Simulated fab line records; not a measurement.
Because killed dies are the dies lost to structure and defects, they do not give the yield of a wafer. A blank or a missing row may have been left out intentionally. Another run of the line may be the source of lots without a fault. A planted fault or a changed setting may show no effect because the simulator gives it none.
Split-lot experiment	flow n5 finfet	route with 1938 steps; 7 lots, 39 wafers read

ABOUT THE SPLIT
At N5_SD_EPI_N_DEVELOP_08 (develop time 30 s), the setting develop time s was moved away from the recipe's 30 s on 15 of the 39 wafers read, by -56.2% to +46.0%. For the rest of the wafers, this setting stayed at what the recipe calls for.

The file shows no step between the split and the reading.

THE READING
At N5_SD_EPI_N_CD_MEAS_09: cd nm in nanometres, against a target cd of 120 nm. On this fab line, fault-free wafers typically give 120.1 nm with a standard deviation of 0.66 nm.

wafer	tool, chamber at the split	develop time s as run, s	against the recipe	cd nm, nm	against lot-mates on the recipe
L075.1	litho track-04, 0	30	recipe	120.9	-
L075.3	litho track-04, 0	30	recipe	120.1	-
L075.4	litho track-04, 0	30	recipe	120.4	-
L081.1	litho track-03, 0	30	recipe	119.8	-
L081.2	litho track-03, 0	30	recipe	119.3	-
L081.3	litho track-03, 0	30	recipe	119.3	-
L081.4	litho track-03, 0	43.79	+46.0%	121.5	+2.0
L081.5	litho track-03, 0	43.79	+46.0%	121.3	+1.8
L081.6	litho track-03, 0	43.79	+46.0%	122.2	+2.7
L082.1	litho track-03, 0	30	recipe	118.1	-
L082.2	litho track-03, 0	30	recipe	120.3	-
L082.3	litho track-03, 0	30	recipe	119.5	-
L082.4	litho track-03, 0	30	recipe	119.5	-
L082.5	litho track-03, 0	30	recipe	120.3	-
L082.6	litho track-03, 0	30	recipe	118.9	-
L086.1	litho track-03, 0	30	recipe	120.3	-
L086.2	litho track-03, 0	30	recipe	120.5	-
L086.3	litho track-03, 0	38.53	+28.4%	122.1	+1.9
L086.4	litho track-03, 0	30	recipe	119.9	-
L086.5	litho track-03, 0	38.53	+28.4%	121.0	+0.8
L086.6	litho track-03, 0	38.53	+28.4%	121.2	+1.0
L089.1	litho track-01, 0	30	recipe	119.8	-
L089.2	litho track-01, 0	13.15	-56.2%	115.5	-4.0
L089.3	litho track-01, 0	30	recipe	119.7	-
L089.4	litho track-01, 0	30	recipe	118.9	-
L089.5	litho track-01, 0	13.15	-56.2%	115.3	-4.2
L089.6	litho track-01, 0	13.15	-56.2%	115.2	-4.3
L091.1	litho track-01, 0	30	recipe	119.5	-
L091.2	litho track-01, 0	21.98	-26.7%	118.5	-1.4
L091.3	litho track-01, 0	30	recipe	120.0	-
L091.4	litho track-01, 0	30	recipe	120.2	-
L091.5	litho track-01, 0	21.98	-26.7%	117.6	-2.3
L091.6	litho track-01, 0	21.98	-26.7%	118.1	-1.8
L094.1	litho track-03, 0	30	recipe	120.0	-
L094.2	litho track-03, 0	37.37	+24.6%	120.7	+0.7
L094.3	litho track-03, 0	30	recipe	119.6	-
L094.4	litho track-03, 0	30	recipe	120.4	-
L094.5	litho track-03, 0	37.37	+24.6%	120.9	+0.9
L094.6	litho track-03, 0	37.37	+24.6%	120.9	+0.9

THE FIT
A straight line over all 39 wafers: cd nm changes by +0.062 nm for each +1% of develop time s; r = +0.92; the points scatter about the line by 0.65 nm.
The same after taking each lot's own level away (the mean of its wafers on the recipe; 39 wafers): +0.0595 nm for each +1%; r = +0.94; scatter 0.52 nm.
On that fit, the largest move of develop time s shifts the reading by 3.3 nm.
Measured against the standard deviation above, the lots' own levels, which go from 119.43 to 120.47 nm, span 1.6 times it.
The two slopes are in agreement: the lot-to-lot level therefore moves the slope only a little.
Check: -3.46 nm against its lot-mates is what the line predicts for one of the wafers moved furthest among these (-56.2%) when that wafer is left out of the fit. Against them it came out at -3.97 nm.

FURTHER SPLITS ON THESE WAFERS
These wafers also went through other splits before the reading. Each is held against what the fit with the lots' levels taken away leaves over:
other split on the same wafers	wafers away from the commonest value	r with cd nm (lot level and that fit taken away)
N5_PMOS_HMC_CHANNEL_EPI_DEVELOP_08 develop time s	18	+0.02

THE WHOLE CHAIN: every reading that the file lists as answering this split, in the file's order
step	what it does	reading	change (the file's fit)	r (the file's)
N5_SD_EPI_N_CD_MEAS_09	target cd 120 nm	cd nm	+0.0589 nm for each +1% of the setting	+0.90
N5_SD_EPI_N_DESCUM_14	chemistry O2, time 7.9 s	SD_EPI_N.cd nm (the simulator's own value, which no gauge read)	+0.0592 nm for each +1% of the setting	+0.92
N5_SD_EPI_N_ETCH_34	etches SiARC in CF4, target depth 45.5 nm, time 75.8 s	SD_EPI_N.cd nm (the simulator's own value, which no gauge read)	+0.0622 nm for each +1% of the setting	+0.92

FILE'S OWN FIT
cd nm changes by +0.0589 nm for each +1% of develop time s, r = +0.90.
